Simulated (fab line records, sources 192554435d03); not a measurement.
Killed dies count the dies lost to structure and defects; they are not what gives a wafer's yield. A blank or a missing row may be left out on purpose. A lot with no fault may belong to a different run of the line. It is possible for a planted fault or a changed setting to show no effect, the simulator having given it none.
fab line records    flow n5Finfet
record: lots: 11  wafers: 32  lastDay: 17
route steps=1938 shown BEOL_M1@821 BEOL_M2@843 BEOL_M4@1111 PASSIVATION@1936
lots that met no fault: from a run of the same line without faults
startH: hours from the record's opening day to when the first of the lot's shown wafers began    waitH: hours since the lot's step before    " same as the row above    L1.1+2: one row covering several wafers at once    - no value, or no start was given    * or withheld: withheld    < > ~ a bound
route shown NAME@n: names a module that has steps shown in the file, with the first one's number in the route    usual: the fault-free wafers' mean and standard deviation    same: alike in all rows    chamber/n: place in a boat    sites: per-site readings    _std_site: the standard deviation of these    _edge_site: inner sites' mean taken away from outer sites' mean    radiusMm: for every site, how far away it sits from the centre of the wafer    mask NAME#n: copy n    behind: the last tool/chamber to shape the wafer    hold: the reason the lot was held/the length of the hold in hours/how it ended    device: transistor that didn't switch, given as n, p or np    end of line: the route-end tests of the same wafers    step lacking rows: just its recipe    killed: not the wafer's yield, but the dies lost to structure and defects at the first sort    map: a wafer's dies, marking killed ones x, the rest . and places with no die _
set.NAME: the setting as run; set.NAME@STEP: as run at that earlier step    model.NAME: the simulator's own value behind a step, which no gauge read
a sample of lots followed through the steps of the route, with each step as a table and each wafer as a row
services: a tool's chamber out of use, with start hour (startH, from the record's first day; less than 0 if before it), hours out, and reason
== steps ==
step: N5_BEOL_M1_ANNEAL_87
recipe: tempC: 400  timeS: 240  ambient: vacuum
usual: heaterPowerW: 863/130
same: timeS: 240
lot.wafer  tool           chamber  startH  waitH  heaterPowerW
L762.2     pvdSputter-01  -        157.91  0.0    774
L762.4     "              -        "       "      851
L762.5     "              -        "       "      1108
L763.1     pvdSputter-02  -        163.02  0.0    704
L763.3     "              -        "       "      1032
L763.5     "              -        "       "      774
L764.1     pvdSputter-01  -        163.61  0.0    767
L764.2     "              -        "       "      858
L764.6     "              -        "       "      1128
L767.3     pvdSputter-02  -        168.54  0.0    883
L767.4     "              -        "       "      750
L767.6     "              -        "       "      786
L773.1     pvdSputter-02  -        209.65  0.0    769
L773.2     "              -        "       "      682
L773.6     "              -        "       "      1015
L774.4     pvdSputter-02  -        213.03  0.0    758
L774.5     "              -        "       "      998
L774.6     "              -        "       "      682
L776.2     pvdSputter-01  -        224.84  0.0    871
L776.3     "              -        "       "      855
L776.6     "              -        "       "      1124
L780.1     pvdSputter-01  -        233.63  0.0    888
L780.4     "              -        "       "      1118
L780.5     "              -        "       "      1155
L779.1     pvdSputter-01  -        236.31  0.0    865
L779.4     "              -        "       "      780
L781.1     pvdSputter-01  -        247.81  0.0    876
L781.4     "              -        "       "      841
L781.5     "              -        "       "      1145
L785.1     pvdSputter-02  -        274.03  0.0    1036
L785.2     "              -        "       "      717
L785.5     "              -        "       "      699
step: N5_BEOL_M1_ANNEAL_89
recipe: tempC: 400  timeS: 240  ambient: vacuum
usual: heaterPowerW: 862/130
same: timeS: 240
lot.wafer  tool           chamber  startH  waitH  heaterPowerW
L762.2     pvdSputter-01  -        158.13  0.0    736
L762.4     "              -        "       "      869
L762.5     "              -        "       "      1123
L763.1     pvdSputter-02  -        163.24  0.0    698
L763.3     "              -        "       "      1010
L763.5     "              -        "       "      773
L764.1     pvdSputter-01  -        163.83  0.0    780
L764.2     "              -        "       "      862
L764.6     "              -        "       "      1149
L767.3     pvdSputter-02  -        168.76  0.0    895
L767.4     "              -        "       "      766
L767.6     "              -        "       "      779
L773.1     pvdSputter-02  -        209.87  0.0    748
L773.2     "              -        "       "      716
L773.6     "              -        "       "      999
L774.4     pvdSputter-02  -        213.25  0.0    757
L774.5     "              -        "       "      983
L774.6     "              -        "       "      686
L776.2     pvdSputter-01  -        225.06  0.0    886
L776.3     "              -        "       "      874
L776.6     "              -        "       "      1118
L780.1     pvdSputter-01  -        233.85  0.0    878
L780.4     "              -        "       "      1130
L780.5     "              -        "       "      1129
L779.1     pvdSputter-01  -        236.53  0.0    875
L779.4     "              -        "       "      784
L781.1     pvdSputter-01  -        248.03  0.0    888
L781.4     "              -        "       "      863
L781.5     "              -        "       "      1085
L785.1     pvdSputter-02  -        274.25  0.0    998
L785.2     "              -        "       "      703
L785.5     "              -        "       "      701
step: N5_BEOL_M1_ANNEAL_93
recipe: tempC: 400  timeS: 240  ambient: vacuum
usual: heaterPowerW: 860/120
same: timeS: 240
lot.wafer  tool           chamber  startH  waitH  heaterPowerW
L762.2     pvdSputter-01  -        158.57  0.0    772
L762.4     "              -        "       "      851
L762.5     "              -        "       "      1134
L763.1     pvdSputter-02  -        163.68  0.0    709
L763.3     "              -        "       "      997
L763.5     "              -        "       "      754
L764.1     pvdSputter-01  -        164.27  0.0    760
L764.2     "              -        "       "      859
L764.6     "              -        "       "      1132
L767.3     pvdSputter-02  -        169.20  0.0    866
L767.4     "              -        "       "      775
L767.6     "              -        "       "      756
L773.1     pvdSputter-02  -        210.31  0.0    784
L773.2     "              -        "       "      709
L773.6     "              -        "       "      985
L774.4     pvdSputter-02  -        213.69  0.0    766
L774.5     "              -        "       "      988
L774.6     "              -        "       "      682
L776.2     pvdSputter-01  -        225.50  0.0    881
L776.3     "              -        "       "      861
L776.6     "              -        "       "      1088
L780.1     pvdSputter-01  -        234.29  0.0    904
L780.4     "              -        "       "      1120
L780.5     "              -        "       "      1098
L779.1     pvdSputter-01  -        236.97  0.0    863
L779.4     "              -        "       "      754
L781.1     pvdSputter-01  -        248.47  0.0    889
L781.4     "              -        "       "      864
L781.5     "              -        "       "      1102
L785.1     pvdSputter-02  -        274.69  0.0    1006
L785.2     "              -        "       "      707
L785.5     "              -        "       "      715
step: N5_BEOL_M2_PECVD_72
recipe: material: SiO2  targetThkA: 160  tempC: 400  precursor: TEOS/O2  pressureTorr: 5.5  rfW: 450  teosFlowSccm: 53.8  gas: O2  flowSccm: 3000  timeS: 18
usual: heaterPowerW: 745/98  showerheadPlenumPTorr: 8.81/0.055  susceptorTempC: 400.01/0.24  throttleValvePct: 22.4/1.3
same: timeS: 18
lot.wafer  tool      chamber  startH  waitH  heaterPowerW  showerheadPlenumPTorr  susceptorTempC  throttleValvePct
L762.2     pecvd-01  2        160.16  0.0    940           8.78                   400.06          21.8
L762.4     "         0        "       "      600           8.71                   400.25          22.5
L762.5     "         2        "       "      739           8.76                   399.80          21.8
L763.1     pecvd-04  0        165.28  0.0    626           8.88                   400.16          23.2
L763.3     "         2        "       "      831           8.79                   399.78          21.9
L763.5     "         0        "       "      630           8.88                   400.20          23.6
L764.1     pecvd-01  0        166.03  0.0    570           8.72                   399.85          22.4
L764.2     "         2        "       "      760           8.76                   399.50          21.6
L764.6     "         1        "       "      716           8.84                   399.98          21.9
L767.3     pecvd-01  0        170.78  0.0    595           8.71                   400.21          22.2
L767.4     "         2        "       "      890           8.74                   399.95          22.0
L767.6     "         0        "       "      596           8.71                   400.03          22.5
L773.1     pecvd-04  1        211.88  0.0    760           8.86                   403.61          25.0
L773.2     "         0        "       "      715           8.87                   404.39          23.1
L773.6     "         1        "       "      778           8.83                   403.82          24.9
L774.4     pecvd-01  1        215.28  0.1    749           8.82                   399.92          22.1
L774.5     "         0        "       "      651           8.70                   400.05          22.5
L774.6     "         1        "       "      727           8.84                   400.08          21.8
L776.2     pecvd-04  2        227.08  0.0    781           8.77                   404.15          22.1
L776.3     "         2        "       "      795           8.80                   404.21          22.1
L776.6     "         2        "       "      781           8.78                   404.10          22.1
L780.1     pecvd-01  0        235.94  0.0    655           8.72                   400.01          22.6
L780.4     "         0        "       "      670           8.71                   399.76          22.5
L780.5     "         1        "       "      773           8.84                   400.31          21.8
L779.1     pecvd-03  2        238.65  0.0    729           8.81                   400.17          19.1
L779.4     "         1        "       "      883           8.85                   400.24          22.6
L781.1     pecvd-03  1        250.06  0.0    854           8.84                   399.76          22.6
L781.4     "         0        "       "      829           8.86                   399.48          21.9
L781.5     "         1        "       "      868           8.84                   400.08          22.4
L785.1     pecvd-04  1        276.34  0.0    744           8.83                   400.03          25.0
L785.2     "         0        "       "      619           8.86                   400.03          23.2
L785.5     "         2        "       "      706           8.82                   400.12          22.3
step: N5_BEOL_M4_RC_MEAS_101
usual: DIBL_N: 36.6/2.1  DIBL_P: 36.5/2.7  IOFF_N: 0.17/0.043  IOFF_P: 0.22/0.045  ION_N: 674/17  ION_P: 461/9.9  SS_N: 71.7/0.79  SS_P: 73.4/0.79  VT_N: 249/4  VT_P: -250/3.3
lot.wafer  tool       chamber  startH  waitH  DIBL_N[mV/V]  DIBL_P[mV/V]  IOFF_N[nA/um]  IOFF_P[nA/um]  ION_N[uA/um]  ION_P[uA/um]  SS_N[mV/dec]  SS_P[mV/dec]  VT_N[mV]  VT_P[mV]
L762.2     prober-01  0        188.87  0.2    33.1          33.5          0.10           0.14           647           443           70.5          71.6          258       -256
L762.4     "          0        "       "      34.9          36.1          0.14           0.18           658           454           71.3          73.0          252       -254
L762.5     "          0        "       "      38.3          39.8          0.22           0.24           696           469           72.1          73.2          244       -251
L763.1     prober-02  0        191.81  0.0    37.2          35.6          0.18           0.23           672           466           71.4          73.3          247       -248
L763.3     "          0        "       "      31.8          30.3          0.10           0.16           658           458           69.4          72.2          253       -252
L763.5     "          0        "       "      34.4          34.2          0.14           0.21           681           475           70.2          73.3          250       -249
L764.1     prober-02  0        194.93  0.0    40.5          39.4          0.23           0.26           695           463           73.2          74.4          247       -250
L764.2     "          0        "       "      37.7          35.1          0.17           0.19           676           454           72.8          73.9          250       -254
L764.6     "          0        "       "      38.3          37.4          0.20           0.23           693           464           72.4          73.9          248       -248
L767.3     prober-02  0        215.73  0.3    39.5          41.3          0.25           0.30           692           469           73.0          74.9          244       -246
L767.4     "          0        "       "      39.0          40.2          0.25           0.30           689           468           72.0          74.1          242       -245
L767.6     "          0        "       "      37.1          36.6          0.20           0.23           687           465           72.0          73.9          248       -246
L773.1     prober-02  0        242.47  0.0    35.8          35.8          0.15           0.18           688           468           72.0          73.0          251       -252
L773.2     "          0        "       "      35.8          36.8          0.16           0.19           660           452           71.7          73.8          247       -252
L773.6     "          0        "       "      36.0          34.5          0.15           0.17           671           451           72.4          73.3          252       -252
L774.4     prober-01  0        250.24  0.5    34.9          33.3          0.14           0.17           683           465           71.6          72.3          252       -248
L774.5     "          0        "       "      35.6          34.0          0.16           0.19           686           470           71.4          72.0          248       -248
L774.6     "          0        "       "      36.1          35.9          0.15           0.21           680           467           71.4          73.3          251       -246
L776.2     prober-02  0        253.65  0.2    34.3          33.8          0.13           0.17           665           460           71.2          74.0          250       -251
L776.3     "          0        "       "      39.3          40.0          0.23           0.26           699           466           72.1          74.0          242       -248
L776.6     "          0        "       "      37.2          37.4          0.18           0.22           682           461           71.0          73.3          248       -249
L780.1     prober-01  0        267.84  0.0    37.2          37.6          0.17           0.22           658           452           71.1          74.0          250       -249
L780.4     "          0        "       "      38.0          39.5          0.20           0.25           682           465           72.1          73.7          245       -248
L780.5     "          0        "       "      35.6          34.8          0.15           0.18           673           455           71.3          73.8          251       -250
L779.1     prober-02  0        275.77  0.0    37.5          37.3          0.21           0.22           678           460           71.7          73.9          244       -250
L779.4     "          0        "       "      36.2          36.1          0.18           0.20           699           469           71.6          73.4          246       -250
L781.1     prober-01  0        282.81  0.0    37.2          37.7          0.18           0.24           699           478           72.0          73.5          247       -246
L781.4     "          0        "       "      36.0          36.6          0.17           0.23           678           465           71.1          73.3          246       -247
L781.5     "          0        "       "      37.9          38.2          0.19           0.24           664           456           72.0          73.2          245       -249
L785.1     prober-02  0        320.30  0.0    38.0          35.3          0.19           0.20           693           467           72.9          73.4          246       -252
L785.2     "          0        "       "      37.7          35.8          0.16           0.20           654           445           71.8          73.4          251       -252
L785.5     "          0        "       "      35.5          33.8          0.14           0.17           680           472           71.3          73.6          251       -252
step: N5_PASSIVATION_PROBE_49
usual: defectLimitedYield: 91.5/1.7  killed_at_M0_to_M3: 33/11  killed_at_M4_up: 13/5.2  killedAtContacts: 11/5.7  killedAtFrontEnd: 39/11  killedAtOther: 4/3  killedDies: 101/20  killedOpen: 66/15  killedShort: 33/8.4  sort_bin_4_leakage: 0.01/0.073  sort_bin_5_function: 5.0/1.1  sort_bin_6_memory: 3.2/0.69  sortNPass: 1078/20  sortYieldPct: 91.4/1.7
same: grossDies: 1180  killedAtBackSide: 0  sort_bin_8_speed[%]: 0
lot.wafer  tool       chamber  startH  waitH  defectLimitedYield[%]  killed_at_M0_to_M3  killed_at_M4_up  killedAtContacts  killedAtFrontEnd  killedAtOther  killedDies  killedOpen  killedShort  sort_bin_4_leakage[%]  sort_bin_5_function[%]  sort_bin_6_memory[%]  sortNPass  sortYieldPct[%]
L762.2     prober-02  -        288.10  0.1    92.0                   31                  23               7                 32                1              94          63          28           0                      5.3                     2.1                   1086       92.0
L762.4     prober-02  -        288.20  0.2    91.2                   38                  14               4                 43                5              104         67          34           0                      5.4                     3.1                   1076       91.2
L762.5     prober-02  -        288.25  0.2    92.3                   38                  12               4                 37                0              91          59          30           0                      4.3                     3.2                   1089       92.3
L779.1     prober-02  -        382.02  0.0    90.4                   38                  14               3                 56                2              113         62          46           0                      5.2                     3.6                   1067       90.4
L779.4     prober-02  -        382.17  0.2    91.6                   42                  13               4                 38                2              99          63          36           0                      5.2                     3.1                   1081       91.6
L785.1     prober-02  -        419.39  0.0    92.9                   21                  18               9                 32                4              84          59          20           0                      4.7                     2.5                   1096       92.9
L785.2     prober-02  -        419.44  0.1    93.9                   25                  10               7                 27                3              72          55          16           0                      3.4                     2.6                   1108       93.9
L785.5     prober-02  -        419.59  0.2    89.2                   27                  23               26                51                0              127         86          40           0                      6.4                     4.2                   1053       89.2
killed by level:class
L762.2 BEOL_M1:geometricParticle:open=11 BEOL_M4:geometricParticle:open=10 FIN_SAQP:geometricParticle:short=7 MOL_CONTACT_COAG:geometricParticle:open=6 STI_FIN_REVEAL:geometricParticle:open=6 FIN_SAQP:geometricParticle:open=4 BEOL_M2:geometricParticle:open=4 BEOL_M3:geometricParticle:open=4
L762.4 BEOL_M1:geometricParticle:open=14 STI_FIN_REVEAL:geometricParticle:open=12 BEOL_M0_SAQP:geometricParticle:open=8 FIN_SAQP:geometricParticle:short=6 BEOL_M0_SAQP:geometricParticle:short=6 DUMMY_GATE:geometricParticle:open=5 STI_FIN_REVEAL:geometricParticle:short=4 BEOL_M4:geometricParticle:open=4
L762.5 STI_FIN_REVEAL:geometricParticle:open=13 BEOL_M1:geometricParticle:open=9 BEOL_M0_SAQP:geometricParticle:open=7 FIN_SAQP:geometricParticle:open=6 FIN_SAQP:geometricParticle:short=6 BEOL_M2:geometricParticle:short=6 BEOL_M3:geometricParticle:open=5 MOL_CONTACT_COAG:geometricParticle:open=4
L779.1 BEOL_M0_SAQP:geometricParticle:short=17 BEOL_M0_SAQP:geometricParticle:open=12 FIN_SAQP:geometricParticle:open=9 GATE_CUT:geometricParticle:short=9 FIN_SAQP:geometricParticle:short=8 GATE_CUT:geometricParticle:open=8 BEOL_M4:geometricParticle:open=7 STI_FIN_REVEAL:geometricParticle:open=4
L779.4 GATE_CUT:geometricParticle:short=10 BEOL_M0_SAQP:geometricParticle:open=9 BEOL_M1:geometricParticle:open=9 FIN_SAQP:geometricParticle:open=8 BEOL_M0_SAQP:geometricParticle:short=8 BEOL_M2:geometricParticle:open=8 FIN_SAQP:geometricParticle:short=5 GATE_CUT:geometricParticle:open=5
L785.1 FIN_SAQP:geometricParticle:open=13 STI_FIN_REVEAL:geometricParticle:open=6 MOL_CONTACT_COAG:geometricParticle:open=6 BEOL_M4:geometricParticle:open=6 BEOL_M8:geometricParticle:open=5 FIN_SAQP:geometricParticle:short=4 BEOL_M0_SAQP:geometricParticle:open=4 BEOL_M0_SAQP:geometricParticle:short=4
L785.2 BEOL_M4:geometricParticle:open=8 FIN_SAQP:geometricParticle:open=7 MOL_CONTACT_COAG:geometricParticle:open=6 BEOL_M0_SAQP:geometricParticle:open=5 BEOL_M1:geometricParticle:open=5 BEOL_M3:geometricParticle:open=5 STI_FIN_REVEAL:geometricParticle:open=4 DUMMY_GATE:geometricParticle:open=4
L785.5 MOL_CONTACT_COAG:geometricParticle:open=21 FIN_SAQP:geometricParticle:open=14 FIN_SAQP:geometricParticle:short=14 BEOL_M5:geometricParticle:open=8 STI_FIN_REVEAL:geometricParticle:open=7 BEOL_M1:geometricParticle:open=7 BEOL_M2:geometricParticle:open=6 MOL_CONTACT_COAG:geometricParticle:short=5
== services ==
tool           chamber  startH  hours  kind
pvdSputter-01  -        138.01  14.9   repair
pvdSputter-02  -        152.82  8.3    repair
pecvd-01       1        155.76  5.5    scheduledDown
pecvd-03       -        158.00  6.0    pm
pecvd-01       0        196.20  4.1    repair
pecvd-01       2        202.38  -      clean
pecvd-01       2        202.38  -      consumableReplace:showerhead
pecvd-01       2        202.38  29.0   scheduledDown
pecvd-01       2        202.38  29.0   ventCycle
pecvd-03       -        225.44  0.3    repair
pecvd-04       1        225.77  26.1   repair
pecvd-01       -        262.33  14.6   pm
== key ==
firstSign: step: N5_BEOL_M2_PECVD_72  reading: susceptorTempC  direction: up  sigmas: 17  usual: *  struck: *
effect none on later readings
metAt N5_BEOL_M2_PECVD_72
struckLots L773,L776
notActingAt N5_BEOL_M1_ANNEAL_87,N5_BEOL_M1_ANNEAL_89,N5_BEOL_M1_ANNEAL_93
onsetBetween 165.28 211.88
fault: kind: processParameterDrift  tool: pecvd-04  chamber: -  onsetH: 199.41  steps: N5_BEOL_M2_PECVD_72  channel: tempC  offset: *  shape: step  endH: 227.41  actsIn: *  stated: *
